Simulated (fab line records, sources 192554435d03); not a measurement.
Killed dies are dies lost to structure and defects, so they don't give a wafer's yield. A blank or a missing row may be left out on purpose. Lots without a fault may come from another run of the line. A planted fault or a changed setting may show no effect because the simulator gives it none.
A struck lot beside a sound one | flow n5_finfet | 37 steps out of a route of 1938
Sound: wafers L305.1, L305.5, L305.6. Struck: wafers L314.1, L314.3, L314.5. The cause comes at the end.
At each step with rows: each side's tool, then ch and its chambers, then its first start. Under that, the readings that differ: sound wafers | struck wafers | difference of the means | sigmas: that difference in standard deviations of wafers without a fault.
alike: readings whose means differ by less than 2 such deviations, and words and numbers that are the same on both sides. not compared: withheld readings, readings that some wafer has no value for, bounds like >300 that may hide the same value, and numbers for which the record gives no deviation and whose values overlap.
The two part at a step that has a row with sigmas, a row that says differs or no value, or rows on one side only. Numbers that don't overlap but have no deviation are shown without sigmas and don't part them. A reading that every wafer of one side lacks parts them only if that side has two wafers or more.

first, 10 steps without rows for these wafers: N5_MOL_CONTACT_COAG_DESCUM_13 (chemistry O2, time 7 s); N5_MOL_CONTACT_COAG_ETCH_59 (etches underlayer in N2/H2, target depth 13 nm, time 10.4 s); N5_MOL_CONTACT_COAG_ETCH_105 (etches SiARC in CF4, target depth 15.6 nm, time 26 s); N5_MOL_CONTACT_COAG_ETCH_106 (etches SOC in N2/H2, target depth 80 nm, overetch 16 nm, time 120 s); N5_MOL_CONTACT_COAG_STRIP_107 (strips in N2/H2); N5_MOL_CONTACT_COAG_STRIP_108 (strips in N2/H2); N5_MOL_CONTACT_COAG_CONTACT_ETCH_14 (etches SiO2 in C4F6/O2, target depth 27.5 nm, overetch 8.5 nm, time 20 s); N5_MOL_CONTACT_COAG_STRIP_109 (strips in C4F6/O2); N5_MOL_CONTACT_COAG_ETCH_15 (etches SiNx in CH3F/O2, stops on Si:P, target depth 7 nm); N5_MOL_CONTACT_COAG_ETCH_110 (etches Si in CF4/O2, target depth 2.5 nm, time 8 s).
N5_MOL_CONTACT_COAG_STRIP_98: strips in N2/H2.
  sound on rie_diel-05 ch 0,2, day 5 15:56; struck on rie_diel-05 ch 0,2, day 7 22:47
  alike: bias_power_w, drypump_motor_current_A, h2_flow_sccm, oes_product_au, rf_vpp_V, showerhead_plenum_p_Torr, throttle_valve_pct
  not compared: rf_hours_counter_h
then, 25 steps without rows for these wafers: N5_MOL_CONTACT_COAG_IMPLANT_129; N5_MOL_CONTACT_COAG_PRECLEAN_111 (cleans in NF3:NH3, afs cycles 1, time 20 s, sublimation time 60 s); N5_MOL_CONTACT_COAG_TI_SIL_19 (material Ti, target thk 4.2 nm, time 15 s); N5_MOL_CONTACT_COAG_ALD_20 (deposits TiN, target thk 1.5 nm, pulse time 1 s, purge time 3 s); N5_MOL_CONTACT_COAG_SIL_ANNEAL_21 (time 60 s); N5_MOL_CONTACT_COAG_PRE_CLEAN_141 (time 60 s); N5_MOL_CONTACT_COAG_SPUTTER_143 (material Co, target thk 2.5 nm); N5_MOL_CONTACT_COAG_CO_FILL_22 (material Co, precursor CCTBA/H2, target thk 20 nm); N5_MOL_CONTACT_COAG_ANNEAL_113 (time 300 s); N5_MOL_CONTACT_COAG_PRE_CLEAN_142 (time 60 s); N5_MOL_CONTACT_COAG_SPUTTER_130 (material Co, target thk 47.5 nm); N5_MOL_CONTACT_COAG_PRECLEAN_125 (cleans in DIW, time 57.5 s); N5_MOL_CONTACT_COAG_SRD_126 (dry time 32 s); N5_MOL_CONTACT_COAG_CMP_23 (polishes, stops on SiO2, t overpolish 1.5 s, target thk 0 nm); N5_MOL_CONTACT_COAG_WET_ETCH_26 (target Co, target depth 13 nm); N5_MOL_CONTACT_COAG_WET_ETCH_116 (etches the open film in SC1-inhibited, target depth 4.6 nm, rinse time 30 s); N5_MOL_CONTACT_COAG_ALD_27 (deposits SiOC, target thk 17 nm, pulse time 1.5 s, time 2720 s); N5_MOL_CONTACT_COAG_CMP_28 (polishes, stops on SiNx, t overpolish 0.85 s, target thk 14.522 nm); N5_MOL_CONTACT_COAG_ALD_123 (deposits SiNx, target thk 5 nm, pulse time 1 s, purge time 2 s); N5_MOL_CONTACT_COAG_PECVD_31 (deposits SiO2 from TEOS/O2, target thk 46 nm, time 8.9 s); N5_MOL_CONTACT_COAG_COAT_75 (time 60 s, resist thk 60 nm); N5_MOL_CONTACT_COAG_COAT_76 (time 60 s, resist thk 10 nm); N5_MOL_CONTACT_COAG_COAT_77 (time 60 s, resist thk 10 nm); N5_MOL_CONTACT_COAG_COAT_78 (resist thk 40 nm); N5_MOL_CONTACT_COAG_EBR_80.
-- the record jumps here: 7 days lie between the struck wafers' starts before and after (it left off in module MOL_CONTACT_COAG and takes up again in module PASSIVATION, whose first step shown is number 1936 of the route) --
N5_PASSIVATION_PROBE_49:
  the record has rows for the struck wafers here (prober-02, day 14 23:40) and none for the sound ones

WHERE THEY PART
Only at N5_PASSIVATION_PROBE_49, within this record.

WHY: what the simulator had put in
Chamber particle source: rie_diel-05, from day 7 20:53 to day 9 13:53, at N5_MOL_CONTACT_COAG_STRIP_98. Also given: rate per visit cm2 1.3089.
